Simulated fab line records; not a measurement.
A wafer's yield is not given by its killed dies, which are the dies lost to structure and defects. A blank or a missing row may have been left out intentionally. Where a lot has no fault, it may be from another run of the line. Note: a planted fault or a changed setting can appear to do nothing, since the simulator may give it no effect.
Which tool did it? ; flow n5Finfet ; 72 wafers from 24 lots sampled at 6 of the route's 1938 steps

## WHAT THE GAUGES READ, wafer by wafer
N5_BEOL_M6_CD_MEAS_11 targets a cd of 38.5 nm.
lot;measured;on;cdNm (nm)
L074;day 8 17:14;cdSem-01;39.4 38.8 37.7
L077;day 9 04:50;cdSem-03;38.0 38.4 38.6
L076;day 9 08:20;cdSem-02;38.3 38.7 38.0
L075;day 9 15:20;cdSem-01;37.7 37.5 38.2
L078;day 9 17:48;cdSem-02;38.8 37.9 37.4
L080;day 9 20:17;cdSem-03;38.6 38.9 38.5
L079;day 9 20:20;cdSem-01;37.6 37.6 38.3
L081;day 10 00:20;cdSem-02;37.9 37.2 37.7
L082;day 10 08:47;cdSem-03;37.7 37.6 37.5
L083;day 10 19:02;cdSem-02;38.3 38.7 38.1
L085;day 11 05:10;cdSem-01;38.7 37.8 38.0
L086;day 11 16:10;cdSem-03;39.3 38.0 38.3
L088;day 12 01:26;cdSem-02;37.9 38.2 37.5
L084;day 12 01:23;cdSem-02;38.3 37.9 37.8
L087;day 12 01:35;cdSem-03;38.5 38.3 38.1
L090;day 12 07:01;cdSem-01;38.3 38.3 38.0
L089;day 12 10:02;cdSem-03;37.9 38.3 39.5
L091;day 12 21:46;cdSem-01;38.1 38.8 38.1
L092;day 13 06:50;cdSem-02;38.2 37.6 37.9
L093;day 13 12:29;cdSem-03;36.9 37.1 37.9
L094;day 13 15:16;cdSem-01;37.5 37.1 37.8
L095;day 13 20:26;cdSem-01;38.2 39.0 38.7
L096;day 14 00:05;cdSem-01;38.4 37.9 38.0
L097;day 14 15:11;cdSem-03;37.7 38.4 37.6

## TOOL THAT RAN EACH LOT (tool first, then ch and the chambers of the sampled wafers, then the start)
lot;N5_BEOL_M5_STRIP_36;N5_BEOL_M5_TRENCH_ETCH_37;N5_BEOL_M5_ANNEAL_51;N5_BEOL_M6_CURE_74;N5_BEOL_M6_HM_DEP_02
L074;rieDiel-06 ch 1,2,3, day 8 08:40;rieDiel-06 ch 1,2,3, day 8 15:01 or earlier;rtpAnneal-02 ch 0, day 8 15:01;uvCure-02 ch 2, day 8 16:07;pvdSputter-02, day 8 16:44
L077;rieDiel-01 ch 0,1,3, day 8 18:51;rieDiel-01 ch 0,1,3, day 9 00:55 or earlier;rtpAnneal-01 ch 0, day 9 00:55;uvCure-02 ch 1, day 9 01:58;pvdSputter-02, day 9 04:27
L076;rieDiel-03 ch 0,2,3, day 8 22:07;rieDiel-03 ch 0,2,3, day 9 04:47 or earlier;rtpAnneal-02 ch 0, day 9 04:47;uvCure-01 ch 0, day 9 05:53;pvdSputter-02, day 9 07:50
L075;rieDiel-03 ch 1,3, day 9 03:48;rieDiel-03 ch 1,3, day 9 11:43 or earlier;rtpAnneal-01 ch 0, day 9 11:43;uvCure-03 ch 0, day 9 12:46;pvdSputter-02, day 9 14:50
L078;rieDiel-01 ch 0,2,3, day 9 08:19;rieDiel-01 ch 0,2,3, day 9 14:41 or earlier;rtpAnneal-01 ch 0, day 9 14:41;uvCure-02 ch 0, day 9 15:46;pvdSputter-01, day 9 17:17
L080;rieDiel-01 ch 0,1,2, day 9 10:25;rieDiel-01 ch 0,1,2, day 9 17:15 or earlier;rtpAnneal-01 ch 0, day 9 17:15;uvCure-02 ch 2, day 9 18:14;pvdSputter-03, day 9 19:47
L079;rieDiel-03 ch 1,3, day 9 10:35;rieDiel-03 ch 1,3, day 9 17:53 or earlier;rtpAnneal-01 ch 0, day 9 17:53;uvCure-03 ch 1, day 9 18:58;pvdSputter-03, day 9 19:55
L081;rieDiel-06 ch 2,3, day 9 15:47;rieDiel-06 ch 2,3, day 9 21:59 or earlier;rtpAnneal-01 ch 0, day 9 21:59;uvCure-03 ch 2, day 9 23:01;pvdSputter-01, day 9 23:58
L082;rieDiel-03 ch 0,1, day 10 00:04;rieDiel-03 ch 0,1, day 10 06:02 or earlier;rtpAnneal-02 ch 0, day 10 06:02;uvCure-03 ch 2, day 10 07:04;pvdSputter-03, day 10 08:17
L083;rieDiel-03 ch 0,1,3, day 10 10:02;rieDiel-03 ch 0,1,3, day 10 16:29 or earlier;rtpAnneal-01 ch 0, day 10 16:29;uvCure-02 ch 1, day 10 17:28;pvdSputter-03, day 10 18:40
L085;rieDiel-01 ch 1,2, day 10 20:05;rieDiel-01 ch 1,2, day 11 02:02 or earlier;rtpAnneal-02 ch 0, day 11 02:02;uvCure-03 ch 0, day 11 03:04;pvdSputter-03, day 11 04:46
L086;rieDiel-01 ch 0,2,3, day 11 06:15;rieDiel-01 ch 0,2,3, day 11 13:11 or earlier;rtpAnneal-01 ch 0, day 11 13:11;uvCure-03 ch 0, day 11 14:10;pvdSputter-02, day 11 15:47
L088;rieDiel-03 ch 2,3, day 11 14:53;rieDiel-03 ch 2,3, day 11 21:47 or earlier;rtpAnneal-02 ch 0, day 11 21:47;uvCure-01 ch 0, day 11 22:59;pvdSputter-01, day 12 00:59
L084;rieDiel-01 ch 0,3, day 11 14:53;rieDiel-01 ch 0,3, day 11 21:28 or earlier;rtpAnneal-02 ch 0, day 11 21:28;uvCure-02 ch 2, day 11 22:27;pvdSputter-01, day 12 00:53
L087;rieDiel-06 ch 1,3, day 11 15:47;rieDiel-06 ch 1,3, day 11 22:19 or earlier;rtpAnneal-02 ch 0, day 11 22:19;uvCure-02 ch 0, day 11 23:17;pvdSputter-01, day 12 01:05
L090;rieDiel-01 ch 1,2,3, day 11 21:14;rieDiel-01 ch 1,2,3, day 12 03:19 or earlier;rtpAnneal-01 ch 0, day 12 03:19;uvCure-01 ch 2, day 12 04:21;pvdSputter-01, day 12 06:39
L089;rieDiel-06 ch 1,2,3, day 12 00:37;rieDiel-06 ch 1,2,3, day 12 07:08 or earlier;rtpAnneal-01 ch 0, day 12 07:08;uvCure-01 ch 1, day 12 08:14;pvdSputter-03, day 12 09:40
L091;rieDiel-01 ch 0,2, day 12 12:25;rieDiel-01 ch 0,2, day 12 18:28 or earlier;rtpAnneal-02 ch 0, day 12 18:28;uvCure-03 ch 1, day 12 19:27;pvdSputter-02, day 12 21:24
L092;rieDiel-06 ch 0,2,3, day 12 20:55;rieDiel-06 ch 0,2,3, day 13 02:52 or earlier;rtpAnneal-01 ch 0, day 13 02:52;uvCure-02 ch 1, day 13 03:53;pvdSputter-03, day 13 06:20
L093;rieDiel-01 ch 0,1,3, day 13 03:08;rieDiel-01 ch 0,1,3, day 13 09:50 or earlier;rtpAnneal-02 ch 0, day 13 09:50;uvCure-01 ch 0, day 13 10:49;pvdSputter-01, day 13 11:59
L094;rieDiel-03 ch 0,2,3, day 13 05:44;rieDiel-03 ch 0,2,3, day 13 12:09 or earlier;rtpAnneal-02 ch 0, day 13 12:09;uvCure-02 ch 1, day 13 13:14;pvdSputter-03, day 13 14:54
L095;rieDiel-01 ch 1,3, day 13 10:44;rieDiel-01 ch 1,3, day 13 17:11 or earlier;rtpAnneal-01 ch 0, day 13 17:11;uvCure-02 ch 2, day 13 18:11;pvdSputter-01, day 13 19:56
L096;rieDiel-03 ch 0,1,3, day 13 12:42;rieDiel-03 ch 0,1,3, day 13 19:48 or earlier;rtpAnneal-01 ch 0, day 13 19:48;uvCure-01 ch 2, day 13 20:48;pvdSputter-01, day 13 23:43
L097;rieDiel-01 ch 2,3, day 14 04:29;rieDiel-01 ch 2,3, day 14 11:51 or earlier;rtpAnneal-02 ch 0, day 14 11:51;uvCure-01 ch 1, day 14 13:14;pvdSputter-02, day 14 14:49
- N5_BEOL_M5_STRIP_36: strips in N2/H2.
- N5_BEOL_M5_TRENCH_ETCH_37: etches SiCOH lowk in C4F6/O2, target depth 71.652 nm, time 24.7 s.
- N5_BEOL_M5_ANNEAL_51: time 90 s.
- N5_BEOL_M6_CURE_74: cures SiCOH lowk, time 240 s.
- N5_BEOL_M6_HM_DEP_02: deposits TiN, target thk 20 nm.

## WHAT THE TOOLS THEMSELVES READ (means of the sampled wafers that have a number; where no wafer has one, the mark that the record gives instead)
N5_BEOL_M5_STRIP_36.
lot;tool;biasPowerW (W);drypumpMotorCurrentA (A);oesProductAu (a.u.);powerW (W);rfVppV (V);showerheadPlenumPTorr (Torr);throttleValvePct (%)
L074;rieDiel-06;7.015;5.5;0.81;450.1;58.7;2.59;23.5
L077;rieDiel-01;7.010;5.8;0.77;451.1;58.9;2.54;23.5
L076;rieDiel-03;7.011;5.5;0.76;450.1;61.4;2.59;23.8
L075;rieDiel-03;6.983;5.9;0.72;449.6;59.1;2.65;24.2
L078;rieDiel-01;6.991;5.8;0.76;450.4;59.6;2.50;23.6
L080;rieDiel-01;6.996;5.7;0.70;449.9;58.9;2.52;23.6
L079;rieDiel-03;7.015;5.9;0.72;449.9;59.8;2.65;24.2
L081;rieDiel-06;6.979;5.2;0.74;450.1;60.6;2.57;23.9
L082;rieDiel-03;7.008;5.7;0.80;451.3;61.8;2.68;23.2
L083;rieDiel-03;7.008;5.7;0.77;450.7;60.5;2.66;23.8
L085;rieDiel-01;7.019;5.9;0.69;449.8;59.3;2.47;23.4
L086;rieDiel-01;7.019;5.8;0.74;449.2;57.7;2.50;23.6
L088;rieDiel-03;6.998;5.5;0.82;451.6;59.7;2.50;23.7
L084;rieDiel-01;7.014;5.6;0.75;450.6;58.5;2.57;23.7
L087;rieDiel-06;7.000;5.7;0.83;448.4;61.0;2.59;23.3
L090;rieDiel-01;6.994;6.0;0.75;448.8;59.4;2.45;23.4
L089;rieDiel-06;6.991;5.5;0.78;450.2;59.7;2.58;23.6
L091;rieDiel-01;7.016;5.8;0.69;449.4;58.6;2.47;23.7
L092;rieDiel-06;7.016;5.4;0.78;449.8;58.8;2.54;23.7
L093;rieDiel-01;7.001;5.8;0.74;448.2;59.5;2.53;23.5
L094;rieDiel-03;7.006;5.4;0.81;449.2;59.6;2.58;23.8
L095;rieDiel-01;7.003;5.9;0.74;451.3;60.1;2.49;23.3
L096;rieDiel-03;6.990;5.7;0.83;449.3;60.3;2.66;23.7
L097;rieDiel-01;7.011;6.1;0.95;451.0;59.0;2.63;23.4

N5_BEOL_M5_TRENCH_ETCH_37.
lot;tool;drypumpMotorCurrentA (A);mfcArSccm (sccm);oesProductAu (a.u.);rfVppV (V);showerheadPlenumPTorr (Torr);throttleValvePct (%)
L074;rieDiel-06;5.5;300.7;0.81;666;2.91;20.85
L077;rieDiel-01;5.8;300.3;0.78;667;2.85;20.78
L076;rieDiel-03;5.5;300.2;0.75;663;2.89;20.81
L075;rieDiel-03;5.9;299.9;0.72;665;2.94;21.03
L078;rieDiel-01;5.8;298.5;0.77;662;2.79;20.79
L080;rieDiel-01;5.7;299.5;0.71;656;2.81;20.85
L079;rieDiel-03;5.9;300.4;0.72;666;2.94;21.05
L081;rieDiel-06;5.2;299.6;0.75;663;2.89;21.19
L082;rieDiel-03;5.7;300.4;0.80;662;2.99;20.48
L083;rieDiel-03;5.7;299.3;0.76;665;2.97;20.80
L085;rieDiel-01;5.9;300.0;0.70;662;2.78;20.85
L086;rieDiel-01;5.9;300.6;0.75;663;2.79;20.81
L088;rieDiel-03;5.5;300.0;0.81;660;2.77;20.60
L084;rieDiel-01;5.5;299.3;0.75;661;2.86;20.81
L087;rieDiel-06;5.7;299.5;0.84;669;2.91;20.56
L090;rieDiel-01;6.0;300.3;0.74;669;2.76;20.80
L089;rieDiel-06;5.5;300.4;0.78;666;2.90;20.89
L091;rieDiel-01;5.8;300.5;0.69;651;2.75;20.90
L092;rieDiel-06;5.4;299.9;0.78;659;2.85;21.04
L093;rieDiel-01;5.7;298.8;0.75;667;2.84;20.81
L094;rieDiel-03;5.4;299.2;0.81;662;2.87;20.70
L095;rieDiel-01;5.9;299.9;0.75;672;2.81;20.80
L096;rieDiel-03;5.7;300.1;0.82;664;2.96;20.72
L097;rieDiel-01;6.2;298.9;0.95;671;2.92;20.61

N5_BEOL_M5_ANNEAL_51.
lot;tool;annealTempC (C);wafer_temp_C_max
L074;rtpAnneal-02;225.06;226.4
L077;rtpAnneal-01;224.91;225.6
L076;rtpAnneal-02;225.12;226.4
L075;rtpAnneal-01;224.98;225.9
L078;rtpAnneal-01;224.91;225.6
L080;rtpAnneal-01;224.94;225.8
L079;rtpAnneal-01;224.92;225.7
L081;rtpAnneal-01;224.73;225.5
L082;rtpAnneal-02;225.08;226.4
L083;rtpAnneal-01;225.01;225.7
L085;rtpAnneal-02;224.94;226.4
L086;rtpAnneal-01;225.13;225.8
L088;rtpAnneal-02;224.83;226.2
L084;rtpAnneal-02;225.24;226.1
L087;rtpAnneal-02;225.13;226.4
L090;rtpAnneal-01;224.95;226.0
L089;rtpAnneal-01;225.09;225.7
L091;rtpAnneal-02;225.05;226.6
L092;rtpAnneal-01;225.12;225.7
L093;rtpAnneal-02;225.05;226.4
L094;rtpAnneal-02;225.06;226.3
L095;rtpAnneal-01;224.90;225.9
L096;rtpAnneal-01;224.90;225.8
L097;rtpAnneal-02;224.83;226.3

N5_BEOL_M6_CURE_74.
lot;tool;lampPowerPct (%);wafer_temp_C_max
L074;uvCure-02;52.28;386.5
L077;uvCure-02;52.33;387.3
L076;uvCure-01;52.32;385.8
L075;uvCure-03;52.28;386.6
L078;uvCure-02;52.32;387.3
L080;uvCure-02;52.32;386.8
L079;uvCure-03;52.31;387.7
L081;uvCure-03;52.30;388.4
L082;uvCure-03;52.31;387.8
L083;uvCure-02;52.31;386.8
L085;uvCure-03;52.34;386.9
L086;uvCure-03;52.31;386.6
L088;uvCure-01;52.34;386.1
L084;uvCure-02;52.33;387.3
L087;uvCure-02;52.30;387.2
L090;uvCure-01;52.29;387.4
L089;uvCure-01;52.36;387.1
L091;uvCure-03;52.37;387.5
L092;uvCure-02;52.29;386.5
L093;uvCure-01;52.33;385.9
L094;uvCure-02;52.25;386.4
L095;uvCure-02;52.32;386.5
L096;uvCure-01;52.32;386.9
L097;uvCure-01;52.37;387.7

N5_BEOL_M6_HM_DEP_02.
lot;tool;throttleValvePct (%)
L074;pvdSputter-02;30.0
L077;pvdSputter-02;29.7
L076;pvdSputter-02;29.6
L075;pvdSputter-02;29.8
L078;pvdSputter-01;29.3
L080;pvdSputter-03;28.6
L079;pvdSputter-03;28.9
L081;pvdSputter-01;29.5
L082;pvdSputter-03;30.2
L083;pvdSputter-03;30.1
L085;pvdSputter-03;29.5
L086;pvdSputter-02;30.2
L088;pvdSputter-01;30.1
L084;pvdSputter-01;30.1
L087;pvdSputter-01;30.5
L090;pvdSputter-01;29.0
L089;pvdSputter-03;28.9
L091;pvdSputter-02;29.7
L092;pvdSputter-03;30.0
L093;pvdSputter-01;29.5
L094;pvdSputter-03;28.8
L095;pvdSputter-01;30.1
L096;pvdSputter-01;29.6
L097;pvdSputter-02;30.1

## THE ANSWER, worked out from the rows above alone
Rule: the usual values come from the lots themselves. Put in order of their means at a reading, lots are off if they are a third of the lots or fewer, leave a main group of 4 or more, and stand apart from it by a gap of 3 or more times the standard deviation of the main group's means; of several such gaps the widest counts. A main group whose means are all the same, to the digits that the tables above print for the reading, isn't used. Also off: a lot with no number at a reading for which 4 or more lots have one. Any other lot the step has rows for is counted as sound. Order of review: gauges by route order, followed by the tools' own readings, for which a lot's mean as printed above is used. At the first step where some lot is off, the reading lying furthest off is the one used; lots without a number count as furthest.
None of the lots is off at any reading shown; this tells nothing.

## WHAT THE SIMULATOR HAD INSERTED
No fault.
